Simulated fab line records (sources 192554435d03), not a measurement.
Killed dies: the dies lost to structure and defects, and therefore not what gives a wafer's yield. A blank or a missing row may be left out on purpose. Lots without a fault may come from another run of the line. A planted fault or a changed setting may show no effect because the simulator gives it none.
fab line records :: flow n5Finfet :: part 2 of 2: steps 23 to 31 of 31
[record]
  lots = 5
  wafers = 15
  lastDay = 16
route steps=1938 shown BEOL_M13@1710 BEOL_M14@1716
lots that met no fault: taken from a fault-free run of the same line
startH: the number of hours between the record's first day and the start of the first shown wafer of the lot :: waitH: hours from the lot's prior step to this one :: " same as the row above :: L1.1+2: several wafers, shown together as one row :: - no value present, or no start provided :: * or withheld: withheld :: < > ~ a bound
route shown NAME@n: names a module that has steps shown in the file, with the first one's number in the route :: usual: mean and standard deviation over wafers with no fault :: same: alike in all rows :: chamber/n: place in a boat :: sites: each site's reading :: _std_site: how widely they spread, as a standard deviation :: _edge_site: the outer-site mean with the inner-site mean subtracted :: radiusMm: how far each site lies from the wafer's centre :: mask NAME#n: copy n :: behind: tool/chamber where the wafer was last shaped :: hold: what put the lot on hold/how long, in hours/how the hold closed :: device: whichever transistor did not switch (one of n, p or np) :: end of line: the same wafers' tests at the end of the route :: a step without rows: its recipe alone :: killed: at the first sort, the dies lost to defects and structure; wafer yield is something else :: map: a wafer's dies, marking killed ones x, the rest . and places with no die _
set.NAME: the run value of the setting; set.NAME@STEP: its run value at that earlier step :: model.NAME: the simulator's own value behind a step, which no gauge read
lots seen at some steps along the route; tables by step, rows by wafer
services: from which hour (startH, from the record's first day; less than 0 if before it) a tool's chamber was out of use, for how many hours, and why
[[steps]]
[step N5_BEOL_M14_STRIP_63]
[recipe]
  chemistry = O2
  powerW = 600
  tempC = 60
  pressureMtorr = 30
  rfFrequencyHz = 6e+07
  biasPowerW = 0
  overashFraction = 0.3
  o2FlowSccm = 225
[usual]
  drypumpMotorCurrentA = 5.8/0.45
  oesProductAu = 0.78/0.086
  rfVppV = 3.6/0.91
  showerheadPlenumPTorr = 2.051/0.029
  throttleValvePct = 16.68/0.23
lot.wafer: L075.4
tool: rieDiel-01
chamber: 0
startH: -
waitH: -
drypumpMotorCurrentA: 6.6
oesProductAu: 0.84
rfHoursCounterH: -
rfVppV: 5.1
showerheadPlenumPTorr: 2.040
throttleValvePct: 16.31

lot.wafer: L075.5
tool: rieDiel-01
chamber: 2
startH: -
waitH: -
drypumpMotorCurrentA: 5.7
oesProductAu: 0.89
rfHoursCounterH: -
rfVppV: 2.9
showerheadPlenumPTorr: 2.047
throttleValvePct: 16.70

lot.wafer: L075.6
tool: rieDiel-01
chamber: 3
startH: -
waitH: -
drypumpMotorCurrentA: 4.8
oesProductAu: 0.71
rfHoursCounterH: -
rfVppV: 5.4
showerheadPlenumPTorr: 2.063
throttleValvePct: 16.90

lot.wafer: L077.1
tool: rieDiel-02
chamber: 2
startH: -
waitH: -
drypumpMotorCurrentA: 5.9
oesProductAu: 0.71
rfHoursCounterH: 202
rfVppV: 3.3
showerheadPlenumPTorr: 2.071
throttleValvePct: 17.12

lot.wafer: L077.2
tool: rieDiel-02
chamber: 3
startH: -
waitH: -
drypumpMotorCurrentA: 6.0
oesProductAu: 0.73
rfHoursCounterH: 148
rfVppV: 2.8
showerheadPlenumPTorr: 2.099
throttleValvePct: 16.64

lot.wafer: L077.3
tool: rieDiel-02
chamber: 1
startH: -
waitH: -
drypumpMotorCurrentA: 6.1
oesProductAu: 0.71
rfHoursCounterH: 193
rfVppV: 3.9
showerheadPlenumPTorr: 2.088
throttleValvePct: 16.59

lot.wafer: L079.1
tool: rieDiel-02
chamber: 1
startH: -
waitH: -
drypumpMotorCurrentA: 6.1
oesProductAu: 0.70
rfHoursCounterH: 198
rfVppV: 3.8
showerheadPlenumPTorr: 2.086
throttleValvePct: 16.60

lot.wafer: L079.3
tool: rieDiel-02
chamber: 2
startH: -
waitH: -
drypumpMotorCurrentA: 6.0
oesProductAu: 0.71
rfHoursCounterH: 208
rfVppV: 3.5
showerheadPlenumPTorr: 2.069
throttleValvePct: 17.13

lot.wafer: L079.5
tool: rieDiel-02
chamber: 2
startH: -
waitH: -
drypumpMotorCurrentA: 5.9
oesProductAu: 0.71
rfHoursCounterH: -
rfVppV: 1.8
showerheadPlenumPTorr: 2.070
throttleValvePct: 17.15

lot.wafer: L088.1
tool: rieDiel-05
chamber: 1
startH: -
waitH: -
drypumpMotorCurrentA: 6.0
oesProductAu: 0.85
rfHoursCounterH: 52
rfVppV: 5.1
showerheadPlenumPTorr: 2.045
throttleValvePct: 16.44

lot.wafer: L088.3
tool: rieDiel-05
chamber: 0
startH: -
waitH: -
drypumpMotorCurrentA: 5.0
oesProductAu: 0.88
rfHoursCounterH: 35
rfVppV: 2.5
showerheadPlenumPTorr: 2.061
throttleValvePct: 16.36

lot.wafer: L088.5
tool: rieDiel-05
chamber: 0
startH: -
waitH: -
drypumpMotorCurrentA: 5.1
oesProductAu: 0.89
rfHoursCounterH: -
rfVppV: 1.4
showerheadPlenumPTorr: 2.061
throttleValvePct: 16.37

lot.wafer: L092.1
tool: rieDiel-01
chamber: 2
startH: -
waitH: -
drypumpMotorCurrentA: 5.7
oesProductAu: 0.84
rfHoursCounterH: 84
rfVppV: 2.6
showerheadPlenumPTorr: 2.031
throttleValvePct: 16.75

lot.wafer: L092.2
tool: rieDiel-01
chamber: 1
startH: -
waitH: -
drypumpMotorCurrentA: 5.7
oesProductAu: 0.89
rfHoursCounterH: 43
rfVppV: 3.9
showerheadPlenumPTorr: 2.049
throttleValvePct: 16.46

lot.wafer: L092.5
tool: rieDiel-01
chamber: 1
startH: -
waitH: -
drypumpMotorCurrentA: 5.7
oesProductAu: 0.89
rfHoursCounterH: -
rfVppV: 4.4
showerheadPlenumPTorr: 2.048
throttleValvePct: 16.48
[step N5_BEOL_M14_STRIP_64]
[recipe]
  chemistry = O2
  powerW = 600
  tempC = 60
  pressureMtorr = 30
  rfFrequencyHz = 6e+07
  biasPowerW = 0
  overashFraction = 0.3
  o2FlowSccm = 225
[usual]
  drypumpMotorCurrentA = 5.8/0.45
  oesProductAu = 0.78/0.087
  rfVppV = 3.6/0.46
  showerheadPlenumPTorr = 2.051/0.029
  throttleValvePct = 16.68/0.23
lot.wafer: L075.4
tool: rieDiel-01
chamber: 0
startH: -
waitH: -
drypumpMotorCurrentA: 6.5
oesProductAu: 0.83
rfHoursCounterH: -
rfVppV: 3.4
showerheadPlenumPTorr: 2.040
throttleValvePct: 16.31

lot.wafer: L075.5
tool: rieDiel-01
chamber: 2
startH: -
waitH: -
drypumpMotorCurrentA: 5.7
oesProductAu: 0.90
rfHoursCounterH: -
rfVppV: 3.6
showerheadPlenumPTorr: 2.046
throttleValvePct: 16.67

lot.wafer: L075.6
tool: rieDiel-01
chamber: 3
startH: -
waitH: -
drypumpMotorCurrentA: 4.8
oesProductAu: 0.70
rfHoursCounterH: -
rfVppV: 4.0
showerheadPlenumPTorr: 2.064
throttleValvePct: 16.91

lot.wafer: L077.1
tool: rieDiel-02
chamber: 2
startH: -
waitH: -
drypumpMotorCurrentA: 5.9
oesProductAu: 0.70
rfHoursCounterH: 202
rfVppV: 3.5
showerheadPlenumPTorr: 2.071
throttleValvePct: 17.10

lot.wafer: L077.2
tool: rieDiel-02
chamber: 3
startH: -
waitH: -
drypumpMotorCurrentA: 6.1
oesProductAu: 0.74
rfHoursCounterH: 148
rfVppV: 4.1
showerheadPlenumPTorr: 2.099
throttleValvePct: 16.64

lot.wafer: L077.3
tool: rieDiel-02
chamber: 1
startH: -
waitH: -
drypumpMotorCurrentA: 6.1
oesProductAu: 0.69
rfHoursCounterH: 193
rfVppV: 3.2
showerheadPlenumPTorr: 2.088
throttleValvePct: 16.58

lot.wafer: L079.1
tool: rieDiel-02
chamber: 1
startH: -
waitH: -
drypumpMotorCurrentA: 6.1
oesProductAu: 0.68
rfHoursCounterH: 198
rfVppV: 2.6
showerheadPlenumPTorr: 2.087
throttleValvePct: 16.59

lot.wafer: L079.3
tool: rieDiel-02
chamber: 2
startH: -
waitH: -
drypumpMotorCurrentA: 5.9
oesProductAu: 0.70
rfHoursCounterH: 208
rfVppV: 3.5
showerheadPlenumPTorr: 2.069
throttleValvePct: 17.12

lot.wafer: L079.5
tool: rieDiel-02
chamber: 2
startH: -
waitH: -
drypumpMotorCurrentA: 5.9
oesProductAu: 0.70
rfHoursCounterH: -
rfVppV: 3.3
showerheadPlenumPTorr: 2.069
throttleValvePct: 17.12

lot.wafer: L088.1
tool: rieDiel-05
chamber: 1
startH: -
waitH: -
drypumpMotorCurrentA: 6.0
oesProductAu: 0.86
rfHoursCounterH: 52
rfVppV: 4.4
showerheadPlenumPTorr: 2.046
throttleValvePct: 16.41

lot.wafer: L088.3
tool: rieDiel-05
chamber: 0
startH: -
waitH: -
drypumpMotorCurrentA: 5.1
oesProductAu: 0.88
rfHoursCounterH: 35
rfVppV: 3.8
showerheadPlenumPTorr: 2.061
throttleValvePct: 16.39

lot.wafer: L088.5
tool: rieDiel-05
chamber: 0
startH: -
waitH: -
drypumpMotorCurrentA: 5.1
oesProductAu: 0.88
rfHoursCounterH: -
rfVppV: 2.8
showerheadPlenumPTorr: 2.061
throttleValvePct: 16.38

lot.wafer: L092.1
tool: rieDiel-01
chamber: 2
startH: -
waitH: -
drypumpMotorCurrentA: 5.7
oesProductAu: 0.83
rfHoursCounterH: 84
rfVppV: 3.8
showerheadPlenumPTorr: 2.031
throttleValvePct: 16.77

lot.wafer: L092.2
tool: rieDiel-01
chamber: 1
startH: -
waitH: -
drypumpMotorCurrentA: 5.7
oesProductAu: 0.88
rfHoursCounterH: 43
rfVppV: 3.3
showerheadPlenumPTorr: 2.049
throttleValvePct: 16.48

lot.wafer: L092.5
tool: rieDiel-01
chamber: 1
startH: -
waitH: -
drypumpMotorCurrentA: 5.7
oesProductAu: 0.89
rfHoursCounterH: -
rfVppV: 3.1
showerheadPlenumPTorr: 2.049
throttleValvePct: 16.48
[step N5_BEOL_M14_STRIP_71]
[recipe]
  chemistry = postEtchResidueRemover
  timeS = 60
  tempC = 25
  removerPh = withheld
  removerWaterWtPct = withheld
  removerFluorideWtPct = withheld
lot.wafer: L075.4+5+6
tool: wetBench-03
chamber: 6,2,5
startH: 255.70
waitH: -

lot.wafer: L077.1+2+3
tool: wetBench-04
chamber: 6,7,1
startH: 270.63
waitH: -

lot.wafer: L079.1+3+5
tool: wetBench-06
chamber: 2,5,0
startH: 281.09
waitH: -

lot.wafer: L088.1+3+5
tool: wetBench-04
chamber: 0,7,5
startH: 343.79
waitH: -

lot.wafer: L092.1+2+5
tool: wetBench-06
chamber: 7,3,2
startH: 359.88
waitH: -
[step N5_BEOL_M14_SRD_72]
[recipe]
  timeS = 30
  tempC = 23
  rinseLiquid = diw
  dry = n2Spin
  spinRpm = 1500
  dryTimeS = 30
lot.wafer: L075.4+5+6
tool: wetBench-03
chamber: 6,2,5
startH: 255.72
waitH: 0.0

lot.wafer: L077.1+2+3
tool: wetBench-04
chamber: 6,7,1
startH: 270.65
waitH: 0.0

lot.wafer: L079.1+3+5
tool: wetBench-06
chamber: 2,5,0
startH: 281.11
waitH: 0.0

lot.wafer: L088.1+3+5
tool: wetBench-04
chamber: 0,7,5
startH: 343.81
waitH: 0.0

lot.wafer: L092.1+2+5
tool: wetBench-06
chamber: 7,3,2
startH: 359.90
waitH: 0.0
[step N5_BEOL_M14_CD_MEAS_17]
[recipe]
  targetCdNm = 250
  polarity = opening
[usual]
  cdNm = 249.7/1.4
lot.wafer: L075.4
tool: cdSem-03
chamber: -
startH: 255.77
waitH: 0.0
cdNm: 252.0

lot.wafer: L075.5
tool: cdSem-03
chamber: -
startH: 255.77
waitH: 0.0
cdNm: 251.1

lot.wafer: L075.6
tool: cdSem-03
chamber: -
startH: 255.77
waitH: 0.0
cdNm: 250.5

lot.wafer: L077.1
tool: cdSem-03
chamber: -
startH: 270.69
waitH: 0.0
cdNm: 250.7

lot.wafer: L077.2
tool: cdSem-03
chamber: -
startH: 270.69
waitH: 0.0
cdNm: 250.9

lot.wafer: L077.3
tool: cdSem-03
chamber: -
startH: 270.69
waitH: 0.0
cdNm: 250.6

lot.wafer: L079.1
tool: cdSem-01
chamber: -
startH: 281.15
waitH: 0.0
cdNm: 247.3

lot.wafer: L079.3
tool: cdSem-01
chamber: -
startH: 281.15
waitH: 0.0
cdNm: 249.8

lot.wafer: L079.5
tool: cdSem-01
chamber: -
startH: 281.15
waitH: 0.0
cdNm: 248.0

lot.wafer: L088.1
tool: cdSem-02
chamber: -
startH: 343.85
waitH: 0.0
cdNm: 249.0

lot.wafer: L088.3
tool: cdSem-02
chamber: -
startH: 343.85
waitH: 0.0
cdNm: 250.1

lot.wafer: L088.5
tool: cdSem-02
chamber: -
startH: 343.85
waitH: 0.0
cdNm: 249.3

lot.wafer: L092.1
tool: cdSem-01
chamber: -
startH: 359.94
waitH: 0.0
cdNm: 248.9

lot.wafer: L092.2
tool: cdSem-01
chamber: -
startH: 359.94
waitH: 0.0
cdNm: 247.9

lot.wafer: L092.5
tool: cdSem-01
chamber: -
startH: 359.94
waitH: 0.0
cdNm: 248.4
[step N5_BEOL_M14_COAT_65]
[recipe]
  resist = SOC
  tempC = 250
  timeS = 60
  spinRpm = 1500
  resistThkNm = 450
[usual]
  chillPlateTempC = 23.03/0.11
lot.wafer: L075.4
tool: lithoTrack-01
chamber: 0
startH: 255.80
waitH: 0.0
chillPlateTempC: 23.29

lot.wafer: L075.5
tool: lithoTrack-01
chamber: 0
startH: 255.80
waitH: 0.0
chillPlateTempC: 23.36

lot.wafer: L075.6
tool: lithoTrack-01
chamber: 0
startH: 255.80
waitH: 0.0
chillPlateTempC: 23.18

lot.wafer: L077.1
tool: lithoTrack-01
chamber: 0
startH: 270.73
waitH: 0.0
chillPlateTempC: 22.94

lot.wafer: L077.2
tool: lithoTrack-01
chamber: 0
startH: 270.73
waitH: 0.0
chillPlateTempC: 22.95

lot.wafer: L077.3
tool: lithoTrack-01
chamber: 0
startH: 270.73
waitH: 0.0
chillPlateTempC: 22.97

lot.wafer: L079.1
tool: lithoTrack-02
chamber: 0
startH: 281.19
waitH: 0.0
chillPlateTempC: 22.99

lot.wafer: L079.3
tool: lithoTrack-02
chamber: 0
startH: 281.19
waitH: 0.0
chillPlateTempC: 23.05

lot.wafer: L079.5
tool: lithoTrack-02
chamber: 0
startH: 281.19
waitH: 0.0
chillPlateTempC: 23.13

lot.wafer: L088.1
tool: lithoTrack-01
chamber: 0
startH: 343.89
waitH: 0.0
chillPlateTempC: 23.15

lot.wafer: L088.3
tool: lithoTrack-01
chamber: 0
startH: 343.89
waitH: 0.0
chillPlateTempC: 23.20

lot.wafer: L088.5
tool: lithoTrack-01
chamber: 0
startH: 343.89
waitH: 0.0
chillPlateTempC: 22.97

lot.wafer: L092.1
tool: lithoTrack-02
chamber: 0
startH: 359.98
waitH: 0.0
chillPlateTempC: 23.19

lot.wafer: L092.2
tool: lithoTrack-02
chamber: 0
startH: 359.98
waitH: 0.0
chillPlateTempC: 23.28

lot.wafer: L092.5
tool: lithoTrack-02
chamber: 0
startH: 359.98
waitH: 0.0
chillPlateTempC: 23.23
[step N5_BEOL_M14_COAT_66]
[recipe]
  resist = SiARC
  tempC = 220
  timeS = 60
  spinRpm = 1500
  resistThkNm = 110
[usual]
  chillPlateTempC = 23.02/0.096
lot.wafer: L075.4
tool: lithoTrack-01
chamber: 0
startH: -
waitH: -
chillPlateTempC: 23.02

lot.wafer: L075.5
tool: lithoTrack-01
chamber: 0
startH: -
waitH: -
chillPlateTempC: 23.05

lot.wafer: L075.6
tool: lithoTrack-01
chamber: 0
startH: -
waitH: -
chillPlateTempC: 22.96

lot.wafer: L077.1
tool: lithoTrack-01
chamber: 0
startH: -
waitH: -
chillPlateTempC: 22.94

lot.wafer: L077.2
tool: lithoTrack-01
chamber: 0
startH: -
waitH: -
chillPlateTempC: 22.90

lot.wafer: L077.3
tool: lithoTrack-01
chamber: 0
startH: -
waitH: -
chillPlateTempC: 23.18

lot.wafer: L079.1
tool: lithoTrack-02
chamber: 0
startH: -
waitH: -
chillPlateTempC: 23.08

lot.wafer: L079.3
tool: lithoTrack-02
chamber: 0
startH: -
waitH: -
chillPlateTempC: 23.09

lot.wafer: L079.5
tool: lithoTrack-02
chamber: 0
startH: -
waitH: -
chillPlateTempC: 23.13

lot.wafer: L088.1
tool: lithoTrack-01
chamber: 0
startH: -
waitH: -
chillPlateTempC: 23.11

lot.wafer: L088.3
tool: lithoTrack-01
chamber: 0
startH: -
waitH: -
chillPlateTempC: 23.07

lot.wafer: L088.5
tool: lithoTrack-01
chamber: 0
startH: -
waitH: -
chillPlateTempC: 23.20

lot.wafer: L092.1
tool: lithoTrack-02
chamber: 0
startH: -
waitH: -
chillPlateTempC: 23.01

lot.wafer: L092.2
tool: lithoTrack-02
chamber: 0
startH: -
waitH: -
chillPlateTempC: 22.95

lot.wafer: L092.5
tool: lithoTrack-02
chamber: 0
startH: -
waitH: -
chillPlateTempC: 22.99
[step N5_BEOL_M14_COAT_22]
[recipe]
  spinRpm = 2888
  resistThkNm = 300
[usual]
  chillPlateTempC = 22.99/0.1
lot.wafer: L075.4
tool: lithoTrack-01
chamber: 0
startH: -
waitH: -
chillPlateTempC: 22.98

lot.wafer: L075.5
tool: lithoTrack-01
chamber: 0
startH: -
waitH: -
chillPlateTempC: 23.17

lot.wafer: L075.6
tool: lithoTrack-01
chamber: 0
startH: -
waitH: -
chillPlateTempC: 23.05

lot.wafer: L077.1
tool: lithoTrack-01
chamber: 0
startH: -
waitH: -
chillPlateTempC: 22.98

lot.wafer: L077.2
tool: lithoTrack-01
chamber: 0
startH: -
waitH: -
chillPlateTempC: 23.00

lot.wafer: L077.3
tool: lithoTrack-01
chamber: 0
startH: -
waitH: -
chillPlateTempC: 23.02

lot.wafer: L079.1
tool: lithoTrack-02
chamber: 0
startH: -
waitH: -
chillPlateTempC: 22.83

lot.wafer: L079.3
tool: lithoTrack-02
chamber: 0
startH: -
waitH: -
chillPlateTempC: 22.91

lot.wafer: L079.5
tool: lithoTrack-02
chamber: 0
startH: -
waitH: -
chillPlateTempC: 22.81

lot.wafer: L088.1
tool: lithoTrack-01
chamber: 0
startH: -
waitH: -
chillPlateTempC: 23.06

lot.wafer: L088.3
tool: lithoTrack-01
chamber: 0
startH: -
waitH: -
chillPlateTempC: 22.89

lot.wafer: L088.5
tool: lithoTrack-01
chamber: 0
startH: -
waitH: -
chillPlateTempC: 22.92

lot.wafer: L092.1
tool: lithoTrack-02
chamber: 0
startH: -
waitH: -
chillPlateTempC: 23.10

lot.wafer: L092.2
tool: lithoTrack-02
chamber: 0
startH: -
waitH: -
chillPlateTempC: 23.08

lot.wafer: L092.5
tool: lithoTrack-02
chamber: 0
startH: -
waitH: -
chillPlateTempC: 23.12
[step N5_BEOL_M14_EBR_24]
[recipe]
  solvent = PGMEA
  ebrWidthMm = 1.5
[usual]
  chillPlateTempC = 23.00/0.097
[same]
  ebrWidthMm = 1.5
lot.wafer: L075.4
tool: lithoTrack-01
chamber: 0
startH: -
waitH: -
chillPlateTempC: 22.95

lot.wafer: L075.5
tool: lithoTrack-01
chamber: 0
startH: -
waitH: -
chillPlateTempC: 23.00

lot.wafer: L075.6
tool: lithoTrack-01
chamber: 0
startH: -
waitH: -
chillPlateTempC: 23.05

lot.wafer: L077.1
tool: lithoTrack-01
chamber: 0
startH: -
waitH: -
chillPlateTempC: 22.97

lot.wafer: L077.2
tool: lithoTrack-01
chamber: 0
startH: -
waitH: -
chillPlateTempC: 22.75

lot.wafer: L077.3
tool: lithoTrack-01
chamber: 0
startH: -
waitH: -
chillPlateTempC: 22.89

lot.wafer: L079.1
tool: lithoTrack-02
chamber: 0
startH: -
waitH: -
chillPlateTempC: 23.09

lot.wafer: L079.3
tool: lithoTrack-02
chamber: 0
startH: -
waitH: -
chillPlateTempC: 22.89

lot.wafer: L079.5
tool: lithoTrack-02
chamber: 0
startH: -
waitH: -
chillPlateTempC: 23.02

lot.wafer: L088.1
tool: lithoTrack-01
chamber: 0
startH: -
waitH: -
chillPlateTempC: 23.15

lot.wafer: L088.3
tool: lithoTrack-01
chamber: 0
startH: -
waitH: -
chillPlateTempC: 22.91

lot.wafer: L088.5
tool: lithoTrack-01
chamber: 0
startH: -
waitH: -
chillPlateTempC: 23.18

lot.wafer: L092.1
tool: lithoTrack-02
chamber: 0
startH: -
waitH: -
chillPlateTempC: 23.20

lot.wafer: L092.2
tool: lithoTrack-02
chamber: 0
startH: -
waitH: -
chillPlateTempC: 23.11

lot.wafer: L092.5
tool: lithoTrack-02
chamber: 0
startH: -
waitH: -
chillPlateTempC: 22.87
[[services]]
tool: krfScanner-02
chamber: -
startH: 232.72
hours: 1.0
kind: pm

tool: rieDiel-01
chamber: 1
startH: 233.20
hours: -
kind: clean

tool: rieDiel-01
chamber: 1
startH: 233.20
hours: -
kind: consumableReplace:focusRing

tool: krfScanner-01
chamber: -
startH: 240.75
hours: 0.8
kind: pm

tool: lithoTrack-02
chamber: -
startH: 247.41
hours: -
kind: consumableReplace:filter

tool: cmp-01
chamber: -
startH: 254.51
hours: 4.0
kind: pm

tool: krfScanner-01
chamber: -
startH: 256.42
hours: 1.3
kind: pm

tool: pecvd-01
chamber: -
startH: 256.49
hours: 0.9
kind: repair

tool: cmp-02
chamber: -
startH: 260.23
hours: 0.3
kind: repair

tool: rieDiel-05
chamber: -
startH: 271.96
hours: 10.0
kind: pm

tool: cmp-02
chamber: -
startH: 279.17
hours: 4.0
kind: pm

tool: rieDiel-05
chamber: 3
startH: 292.57
hours: 28.2
kind: repair

tool: cmp-01
chamber: -
startH: 294.07
hours: 9.1
kind: pm

tool: cmp-02
chamber: -
startH: 304.96
hours: 3.9
kind: repair

tool: pecvd-02
chamber: -
startH: 310.09
hours: 0.5
kind: repair

tool: rieDiel-05
chamber: -
startH: 311.93
hours: 2.8
kind: pm

tool: rieDiel-05
chamber: 3
startH: 321.20
hours: 7.7
kind: repair

tool: pecvd-02
chamber: -
startH: 326.05
hours: 14.6
kind: pm

tool: lithoTrack-01
chamber: -
startH: 328.35
hours: -
kind: consumableReplace:filter

tool: wetBench-03
chamber: -
startH: 339.22
hours: 2.1
kind: repair

tool: rieDiel-01
chamber: 3
startH: 343.36
hours: 5.8
kind: repair

tool: krfScanner-01
chamber: -
startH: 345.71
hours: 1.0
kind: pm

tool: krfScanner-02
chamber: -
startH: 354.70
hours: 1.3
kind: pm

tool: krfScanner-01
chamber: -
startH: 358.97
hours: 3.6
kind: pm
